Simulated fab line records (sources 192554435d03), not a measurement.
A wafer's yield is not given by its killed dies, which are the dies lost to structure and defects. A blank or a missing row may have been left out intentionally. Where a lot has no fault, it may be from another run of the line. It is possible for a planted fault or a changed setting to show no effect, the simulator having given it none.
fab line records	flow n5-finfet	part 2 of 2: steps 24 to 31 of 31
record: lots: 5	wafers: 15	last-day: 16
route steps=1938 shown GATE_CUT@513 MOL_CONTACT_COAG@517
lots that met no fault: taken from a fault-free run of the same line
start-h: start of the lot's first displayed wafer, in hours after the record's first day	wait-h: hours since the lot's step before	" repeats the value in the row above	L1.1+2: several wafers, shown together as one row	- no value, or no start given	* or withheld: withheld	< > ~ a bound
route shown NAME@n: names a module that has steps shown in the file, with the first one's number in the route	usual: mean/standard deviation taken from wafers without a fault	same: alike in all rows	chamber/n: place in a boat	sites: per-site readings	_std_site: the values' standard deviation	_edge_site: inner sites' mean taken away from outer sites' mean	radius-mm: for every site, how far away it sits from the centre of the wafer	mask NAME#n: copy n	behind: the most recent tool/chamber to have shaped the wafer	hold: reason for holding the lot/hours on hold/outcome of the hold	device: which transistor (n, p or np) failed to switch	end of line: at the end of the route, the tests of the same wafers	for a step that has no rows: nothing shown but its recipe	killed: count of dies lost to structure and defects at first sort (not the wafer's yield)	map: shows each die of a wafer: x if killed, . if not, _ if none is there
set.NAME: the setting that was run; set.NAME@STEP: the one run at that earlier step	model.NAME: the simulator's own value behind a step, which no gauge read
a table for each step, a row for each wafer; lots at some steps of the route
services: when a tool's chamber went out of use (start-h, in hours from the record's first day, below 0 if earlier), for how many hours, and the reason
== steps ==
step: N5_MOL_CONTACT_COAG_ETCH_15
recipe: chemistry: CH3F/O2	target: SiNx	target-depth-a: 70	mask-material: SOC	stop-on: Si:P	over-etch-frac: 0.75	ion-energy-ev: 120	pressure-mtorr: 30	source-w: 395	bias-w: 73	Ar_flow_sccm: 150	CH3F_flow_sccm: 30	O2_flow_sccm: 20
usual: CH3F_flow_sccm: 30.01/0.093	drypump-motor-current-A: 5.6/0.49	oes-product-au: 0.56/0.043	rf-vpp-V: 296/5.6	showerhead-plenum-p-Torr: 2.03/0.065	throttle-valve-pct: 16.32/0.14
lot.wafer	tool	chamber	start-h	wait-h	CH3F_flow_sccm	drypump-motor-current-A	oes-product-au	rf-hours-counter-h	rf-vpp-V	showerhead-plenum-p-Torr	throttle-valve-pct
L077.2	rie-diel-04	2	107.12	0.0	29.97	6.1	0.53	212	303	1.98	16.25
L077.3	"	0	"	"	30.02	6.0	0.56	144	293	2.00	16.51
L077.5	"	1	"	"	30.03	6.0	0.65	-	303	2.06	16.43
L087.1	rie-diel-03	1	168.02	0.0	29.72	5.4	0.56	136	301	2.00	16.08
L087.3	"	2	"	"	29.96	5.2	0.56	164	294	1.99	16.16
L087.5	"	0	"	"	30.01	5.3	0.59	-	293	2.10	16.09
L089.2	rie-diel-01	1	180.35	0.0	30.05	5.1	0.51	239	297	2.06	16.40
L089.3	"	2	"	"	29.98	4.8	0.53	178	302	1.91	16.45
L089.4	"	0	"	"	29.96	5.8	0.55	161	289	2.00	16.23
L090.2	rie-diel-01	3	182.93	0.0	30.05	6.2	0.62	45	290	2.13	16.22
L090.4	"	0	"	"	29.96	5.8	0.56	162	289	2.00	16.23
L090.6	"	2	"	"	30.08	4.8	0.53	-	303	1.91	16.46
L093.1	rie-diel-01	1	204.56	0.0	29.94	5.1	0.50	248	296	2.06	16.43
L093.3	"	2	"	"	29.94	4.8	0.53	187	303	1.91	16.47
L093.5	"	0	"	"	29.89	5.8	0.54	-	290	2.00	16.26
step: N5_MOL_CONTACT_COAG_ETCH_110
recipe: chemistry: CF4/O2	target: Si	target-depth-a: 25	time-s: 8	pressure-mtorr: 100	source-w: 200	bias-w: 12	ion-energy-ev: 60	Ar_flow_sccm: 100	cf4-flow-sccm: 100	O2_flow_sccm: 10
usual: drypump-motor-current-A: 5.6/0.49	oes-product-au: 0.76/0.061	rf-vpp-V: 127.0/2.8	showerhead-plenum-p-Torr: 2.25/0.066	throttle-valve-pct: 10.77/0.17
lot.wafer	tool	chamber	start-h	wait-h	drypump-motor-current-A	oes-product-au	rf-hours-counter-h	rf-vpp-V	showerhead-plenum-p-Torr	throttle-valve-pct
L077.2	rie-diel-04	2	107.18	0.0	6.1	0.71	212	130.9	2.20	10.79
L077.3	"	0	"	"	6.1	0.77	144	127.3	2.22	10.95
L077.5	"	1	"	"	6.0	0.90	-	127.8	2.26	10.61
L087.1	rie-diel-03	1	168.08	0.0	5.4	0.76	136	129.8	2.23	10.57
L087.3	"	2	"	"	5.2	0.78	164	128.9	2.22	10.70
L087.5	"	0	"	"	5.3	0.81	-	124.3	2.32	10.51
L089.2	rie-diel-01	1	180.41	0.0	5.1	0.71	239	126.4	2.28	10.92
L089.3	"	2	"	"	4.8	0.73	178	130.6	2.13	10.90
L089.4	"	0	"	"	5.8	0.75	161	124.9	2.22	10.70
L090.2	rie-diel-01	3	182.99	0.0	6.2	0.85	45	123.3	2.36	10.55
L090.4	"	0	"	"	5.8	0.75	162	124.3	2.22	10.70
L090.6	"	2	"	"	4.8	0.71	-	131.5	2.13	10.90
L093.1	rie-diel-01	1	204.62	0.0	5.0	0.70	248	125.4	2.28	10.95
L093.3	"	2	"	"	4.8	0.71	187	130.8	2.13	10.93
L093.5	"	0	"	"	5.8	0.74	-	124.2	2.22	10.74
step: N5_MOL_CONTACT_COAG_STRIP_98
recipe: chemistry: N2/H2	power-w: 500	temp-c: 40	pressure-mtorr: 50	rf-frequency-hz: 6e+07	overash-fraction: 0.3	bias-power-w: 8	h2-frac: 0.5	n2-flow-sccm: 300	h2-flow-sccm: 300
usual: drypump-motor-current-A: 5.6/0.49	h2-flow-sccm: 299.9/0.9	oes-product-au: 0.76/0.062	rf-vpp-V: 54.3/1.4	showerhead-plenum-p-Torr: 3.39/0.097	throttle-valve-pct: 18.78/0.27
lot.wafer	tool	chamber	start-h	wait-h	drypump-motor-current-A	h2-flow-sccm	oes-product-au	rf-hours-counter-h	rf-vpp-V	showerhead-plenum-p-Torr	throttle-valve-pct
L077.2	rie-diel-04	2	107.23	0.0	6.1	300.2	0.73	212	50.5	3.32	18.51
L077.3	"	0	"	"	6.1	297.7	0.77	144	54.6	3.36	19.16
L077.5	"	1	"	"	6.0	298.5	0.91	-	55.9	3.44	18.71
L087.1	rie-diel-03	1	168.13	0.0	5.4	299.2	0.77	136	53.2	3.38	18.67
L087.3	"	2	"	"	5.2	301.0	0.78	164	56.0	3.33	18.58
L087.5	"	0	"	"	5.3	299.9	0.80	-	54.6	3.51	18.32
L089.2	rie-diel-01	1	180.46	0.0	5.1	299.1	0.69	239	54.8	3.46	18.87
L089.3	"	2	"	"	4.8	300.4	0.72	178	52.8	3.22	19.16
L089.4	"	0	"	"	5.8	298.6	0.76	161	54.0	3.34	18.77
L090.2	rie-diel-01	3	183.04	0.0	6.2	300.4	0.83	45	53.2	3.54	18.45
L090.4	"	0	"	"	5.8	299.0	0.77	162	54.5	3.34	18.77
L090.6	"	2	"	"	4.8	300.1	0.73	-	53.6	3.22	19.14
L093.1	rie-diel-01	1	204.67	0.0	5.1	300.0	0.68	248	51.0	3.46	18.88
L093.3	"	2	"	"	4.8	299.9	0.71	187	55.1	3.22	19.17
L093.5	"	0	"	"	5.8	300.2	0.75	-	56.0	3.34	18.80
step: N5_MOL_CONTACT_COAG_CD_MEAS_99
recipe: target-cd-nm: 17.2	polarity: opening
usual: cd-nm: 17.2/0.39
lot.wafer	tool	chamber	start-h	wait-h	cd-nm
L077.2	cd-sem-03	-	107.30	-	16.6
L077.3	"	-	"	"	16.5
L077.5	"	-	"	"	17.9
L087.1	cd-sem-02	-	168.20	-	17.0
L087.3	"	-	"	"	16.9
L087.5	"	-	"	"	17.5
L089.2	cd-sem-01	-	180.53	-	17.5
L089.3	"	-	"	"	16.8
L089.4	"	-	"	"	16.9
L090.2	cd-sem-03	-	183.11	-	17.9
L090.4	"	-	"	"	16.6
L090.6	"	-	"	"	16.8
L093.1	cd-sem-01	-	204.74	-	16.9
L093.3	"	-	"	"	16.7
L093.5	"	-	"	"	16.3
step: N5_MOL_CONTACT_COAG_IMPLANT_129
recipe: species: Ge	energy-kev: 3	dose-cm2: 6e+14	tilt-deg: 0	rotation-deg: 0
usual: beam-on-s: 35/4.4
lot.wafer	tool	chamber	start-h	wait-h	beam-on-s
L077.2	implanter-02	0	107.36	0.1	29
L077.3	"	0	"	"	30
L077.5	"	0	"	"	30
L087.1	implanter-02	0	168.23	0.0	30
L087.3	"	0	"	"	30
L087.5	"	0	"	"	31
L089.2	implanter-02	0	180.59	0.1	28
L089.3	"	0	"	"	29
L089.4	"	0	"	"	30
L090.2	implanter-01	0	183.17	0.1	38
L090.4	"	0	"	"	37
L090.6	"	0	"	"	39
L093.1	implanter-01	0	204.78	0.0	40
L093.3	"	0	"	"	37
L093.5	"	0	"	"	38
step: N5_MOL_CONTACT_COAG_PRECLEAN_111
recipe: chemistry: NF3:NH3	afs-cycles: 1	temp-c: 30	time-s: 20	sublimation-temp-c: 180	sublimation-time-s: 60	pressure-torr: 3	rf-power-w: 30
lot.wafer	tool	chamber	start-h	wait-h
L077.2+3+5	remote-plasma-02	1	107.78	0.4
L087.1+3+5	remote-plasma-01	0	168.50	0.2
L089.2+3+4	remote-plasma-02	0	181.90	1.3
L090.2+4+6	remote-plasma-01	0	184.04	0.8
L093.1+3+5	remote-plasma-01	1	204.99	0.2
step: N5_MOL_CONTACT_COAG_TI_SIL_19
recipe: material: Ti	target-thk-a: 42	temp-c: 200	chamber-pressure-pa: 5	power-w: 5000	time-s: 15
usual: throttle-valve-pct: 30.3/1.3
lot.wafer	tool	chamber	start-h	wait-h	throttle-valve-pct
L077.2	pvd-sputter-02	-	109.14	1.3	29.9
L077.3	"	-	"	"	31.3
L077.5	"	-	"	"	30.0
L087.1	pvd-sputter-03	-	168.72	0.2	32.5
L087.3	"	-	"	"	30.3
L087.5	"	-	"	"	32.4
L089.2	pvd-sputter-02	-	182.08	0.1	31.3
L089.3	"	-	"	"	31.0
L089.4	"	-	"	"	28.0
L090.2	pvd-sputter-03	-	184.24	0.2	29.9
L090.4	"	-	"	"	32.3
L090.6	"	-	"	"	32.5
L093.1	pvd-sputter-02	-	205.25	0.2	28.3
L093.3	"	-	"	"	29.8
L093.5	"	-	"	"	31.6
step: N5_MOL_CONTACT_COAG_ALD_20
recipe: material: TiN	target-thk-a: 15	temp-c: 400	ald-precursor-family: TiCl4	ald-co-reactant: NH3	pulse-time-s: 1	purge-time-s: 3	co-reactant-purge-time-s: 2	co-reactant-pulse-time-s: 2	ald-cycles: 68	pressure-torr: 3
usual: heater-power-w: 881/81	precursor-pulse-height-rel: 1.001/0.023
lot.wafer	tool	chamber	start-h	wait-h	heater-power-w	precursor-pulse-height-rel
L077.2	ald-metal-04	3	109.26	0.1	825	1.042
L077.3	"	1	"	"	900	0.987
L077.5	"	1	"	"	893	1.012
L087.1	ald-metal-03	3	168.84	0.1	969	0.997
L087.3	"	1	"	"	752	1.014
L087.5	"	1	"	"	756	0.982
L089.2	ald-metal-04	3	182.20	0.1	809	1.019
L089.3	"	0	"	"	887	0.986
L089.4	"	1	"	"	900	0.977
L090.2	ald-metal-02	3	184.36	0.1	1016	1.012
L090.4	"	2	"	"	868	0.997
L090.6	"	1	"	"	872	1.015
L093.1	ald-metal-04	3	205.37	0.1	817	1.021
L093.3	"	1	"	"	891	0.983
L093.5	"	2	"	"	923	1.035
== services ==
tool	chamber	start-h	hours	kind
ald-metal-02	-	88.88	1.6	repair
ald-metal-02	-	91.63	23.5	repair
euv-scanner-02	-	94.60	1.0	pm
pvd-sputter-02	-	96.25	1.8	repair
cmp-02	-	98.90	5.3	pm
pvd-sputter-03	-	101.23	1.1	repair
euv-scanner-02	-	104.51	4.6	pm
rie-diel-01	0	112.49	8.4	repair
ald-metal-04	-	114.09	0.6	repair
cmp-01	-	122.54	4.0	pm
euv-scanner-01	-	127.62	1.0	pm
ald-metal-04	-	132.97	2.8	pm
cmp-03	-	134.93	0.7	repair
remote-plasma-01	-	149.74	0.2	repair
rie-diel-03	-	150.21	4.3	pm
euv-scanner-02	-	150.75	1.0	pm
ald-metal-02	-	154.11	1.4	repair
rie-diel-04	1	161.52	5.3	repair
implanter-02	-	161.71	4.4	pm
implanter-02	-	169.86	4.1	repair
ald-metal-02	-	182.34	0.3	repair
euv-scanner-01	-	183.77	1.0	pm
rie-diel-01	3	191.98	14.3	repair
euv-scanner-01	-	198.35	8.8	repair
